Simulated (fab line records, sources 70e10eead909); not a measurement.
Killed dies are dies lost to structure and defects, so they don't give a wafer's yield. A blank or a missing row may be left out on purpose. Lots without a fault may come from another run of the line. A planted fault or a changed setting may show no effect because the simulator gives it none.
Which tool did it? | flow nand_harc | 14 lots, 42 wafers sampled, at 4 steps of a route of 1159

WHAT THE GAUGES READ, wafer by wafer
NHARC_P_GATE_OVL_MEAS_27. Usual: overlay_x_nm 0.1 nm, standard deviation 0.88; overlay_y_nm -0.1 nm, standard deviation 0.89.
lot  | measured     | on         | overlay_x_nm (nm) | overlay_y_nm (nm) | flag
L899 | day 4 16:04  | overlay-01 | -1.2 -1.2 -0.6    | -0.1 -0.1 -0.3    |
L901 | day 5 12:55  | overlay-01 | 0.4 0.1 0.4       | 0.9 1.1 1.1       |
L902 | day 5 13:21  | overlay-02 | 0.4 -0.5 -0.2     | -0.6 -0.8 -0.9    |
L904 | day 5 16:46  | overlay-02 | 0.3 0.4 0.2       | -0.1 0.1 -0.3     |
L903 | day 5 16:53  | overlay-01 | 1.7 1.9 1.8       | 0.8 0.6 0.5       |
L908 | day 7 00:34  | overlay-02 | 0.3 0.0 0.3       | 0.7 1.1 0.5       |
L907 | day 7 01:13  | overlay-02 | 0.2 0.3 0.4       | 0.5 -0.3 0.0      |
L909 | day 7 11:38  | overlay-01 | -0.2 -0.2 0.5     | 0.5 0.0 -0.3      |
L912 | day 8 01:34  | overlay-02 | -0.5 -0.4 -0.3    | 0.0 -0.1 -0.9     |
L916 | day 9 03:38  | overlay-01 | 0.4 0.5 -0.1      | 0.8 0.7 0.1       |
L917 | day 9 03:52  | overlay-02 | 1.3 1.5 1.4       | -1.4 -1.2 -1.1    |
L918 | day 9 11:38  | overlay-02 | 1.5 1.0 1.1       | -0.3 0.0 -0.3     |
L920 | day 9 20:00  | overlay-02 | 1.4 1.3 1.5       | -1.0 -1.6 -1.4    |
L922 | day 10 05:22 | overlay-02 | -0.4 -0.7 -1.2    | -0.1 -0.2 -0.5    |

NHARC_P_GATE_CD_MEAS_59: target cd 720 nm. Usual: cd_nm 720.6 nm, standard deviation 1.1.
lot  | measured     | on        | cd_nm (nm)        | flag
L899 | day 5 06:13  | cd_sem-02 | 718.5 719.6 717.4 |
L901 | day 6 03:13  | cd_sem-03 | 722.1 722.0 721.6 |
L902 | day 6 03:30  | cd_sem-01 | 720.7 722.2 720.8 |
L904 | day 6 06:19  | cd_sem-03 | 720.4 721.7 721.2 |
L903 | day 6 09:20  | cd_sem-01 | 720.9 719.9 719.9 |
L908 | day 7 15:25  | cd_sem-02 | 720.6 719.2 719.8 |
L907 | day 7 21:31  | cd_sem-03 | 721.2 719.5 720.7 |
L909 | day 8 01:31  | cd_sem-01 | 721.1 719.5 721.2 |
L912 | day 8 16:04  | cd_sem-01 | 720.4 718.6 719.9 |
L916 | day 9 19:43  | cd_sem-01 | 722.3 721.8 722.0 |
L917 | day 9 17:38  | cd_sem-01 | 721.8 721.4 721.4 |
L918 | day 10 01:05 | cd_sem-02 | 618.4 618.3 615.4 | OFF
L920 | day 10 09:50 | cd_sem-03 | 618.5 618.3 616.0 | OFF
L922 | day 10 19:20 | cd_sem-02 | 720.4 720.9 722.6 |

WHICH TOOL RAN EACH LOT (tool, then ch and the chambers of the sampled wafers, then the start)
lot  | NHARC_P_GATE_STRIP_111               | NHARC_P_GATE_EXPOSE_56
L899 | plasma_asher-02 ch 0,1, day 5 05:08  | krf_scanner-04 ch 0, day 5 06:04
L901 | plasma_asher-02 ch 0,1, day 6 02:02  | krf_scanner-04 ch 0, day 6 03:04
L902 | plasma_asher-01 ch 0,1, day 6 02:17  | krf_scanner-03 ch 0, day 6 03:21
L904 | plasma_asher-01 ch 0,1, day 6 05:13  | krf_scanner-03 ch 0, day 6 06:10
L903 | plasma_asher-02 ch 0,1, day 6 08:14  | krf_scanner-03 ch 0, day 6 09:11
L908 | plasma_asher-02 ch 0,1, day 7 14:11  | krf_scanner-01 ch 0, day 7 15:15
L907 | plasma_asher-02 ch 0,1, day 7 20:25  | krf_scanner-04 ch 0, day 7 21:21
L909 | plasma_asher-02 ch 0,1, day 8 00:17  | krf_scanner-01 ch 0, day 8 01:21
L912 | plasma_asher-01 ch 0,1, day 8 15:00  | krf_scanner-01 ch 0, day 8 15:54
L916 | plasma_asher-01 ch 0,1, day 9 18:35  | krf_scanner-03 ch 0, day 9 19:34
L917 | plasma_asher-02 ch 0,1, day 9 16:27  | krf_scanner-04 ch 0, day 9 17:28
L918 | plasma_asher-02 ch 0, day 9 23:59    | krf_scanner-03 ch 0, day 10 00:56
L920 | plasma_asher-02 ch 0,1, day 10 08:43 | krf_scanner-03 ch 0, day 10 09:40
L922 | plasma_asher-02 ch 0,1, day 10 18:05 | krf_scanner-01 ch 0, day 10 19:10
- NHARC_P_GATE_STRIP_111: strips in N2/H2, time 250 s.
- NHARC_P_GATE_EXPOSE_56: exposes mask P PSD, target cd 720 nm.

WHAT THE TOOLS THEMSELVES READ (means of the sampled wafers that have a number; where no wafer has one, the mark that the record gives instead)
NHARC_P_GATE_STRIP_111. Usual: drypump_motor_current_A 5.5 A, standard deviation 0.35; heater_power_w 88 W, standard deviation 8.8.
lot  | tool            | drypump_motor_current_A (A) | heater_power_w (W) | flag
L899 | plasma_asher-02 | 5.8                         | 93                 |
L901 | plasma_asher-02 | 5.8                         | 95                 |
L902 | plasma_asher-01 | 5.1                         | 84                 |
L904 | plasma_asher-01 | 5.1                         | 77                 |
L903 | plasma_asher-02 | 5.8                         | 95                 |
L908 | plasma_asher-02 | 5.8                         | 94                 |
L907 | plasma_asher-02 | 5.8                         | 95                 |
L909 | plasma_asher-02 | 5.8                         | 95                 |
L912 | plasma_asher-01 | 5.0                         | 85                 |
L916 | plasma_asher-01 | 5.1                         | 78                 |
L917 | plasma_asher-02 | 5.8                         | 92                 |
L918 | plasma_asher-02 | 5.8                         | 91                 |
L920 | plasma_asher-02 | 5.8                         | 92                 |
L922 | plasma_asher-02 | 5.8                         | 90                 |

NHARC_P_GATE_EXPOSE_56. Usual: exposure_dose_mJ_cm2 14.811, standard deviation 0.012.
lot  | tool           | exposure_dose_mJ_cm2 | flag
L899 | krf_scanner-04 | 14.800               |
L901 | krf_scanner-04 | 14.803               |
L902 | krf_scanner-03 | 14.816               |
L904 | krf_scanner-03 | 14.826               |
L903 | krf_scanner-03 | 14.797               |
L908 | krf_scanner-01 | 14.806               |
L907 | krf_scanner-04 | 14.809               |
L909 | krf_scanner-01 | 14.812               |
L912 | krf_scanner-01 | 14.824               |
L916 | krf_scanner-03 | 14.807               |
L917 | krf_scanner-04 | 14.801               |
L918 | krf_scanner-03 | 8.122                | OFF
L920 | krf_scanner-03 | 8.139                | OFF
L922 | krf_scanner-01 | 14.823               |

THE ANSWER, worked out from the rows above alone
Rule: a lot is off if the mean of its wafers that have a number lies more than 3 standard deviations from the usual mean. A lot without any number at a reading at which 4 lots or more have one is off too. The other lots that the step has rows for count as sound. The gauges are gone through in route order, then the tools' own readings, and for those a lot's mean is taken as printed above. The first step at which some lot is off is used, and at that step the reading that is off furthest; a lot without a number counts as furthest.
Off: L918, L920, at NHARC_P_GATE_CD_MEAS_59 (cd_nm).
A tool fits if, at a process step before that reading, it ran every lot that is off, and no sound lot after the first of them. The gauges at NHARC_P_GATE_CD_MEAS_59 aren't tried: what is off there is off at NHARC_P_GATE_EXPOSE_56 too, on other tools, and a gauge's error can't cause that. One fits: krf_scanner-03 at NHARC_P_GATE_EXPOSE_56. Its last sound lot is L916 (day 9 19:34), its first lot that is off L918 (day 10 00:56): a fault that began between those two fits.
The tool's own readings at NHARC_P_GATE_EXPOSE_56 bear it out: on the lots that are off they differ by more than 5 times the standard deviation of the sound lots' means. exposure_dose_mJ_cm2 reads 8.130 there against 14.810 on the sound lots.

WHAT THE SIMULATOR HAD PUT IN
Process parameter drift: krf_scanner-03, from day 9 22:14 on, at NHARC_P_GATE_EXPOSE_56. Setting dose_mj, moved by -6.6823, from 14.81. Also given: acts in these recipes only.
Lots struck among those shown: L918, L920. The rule above found the same.
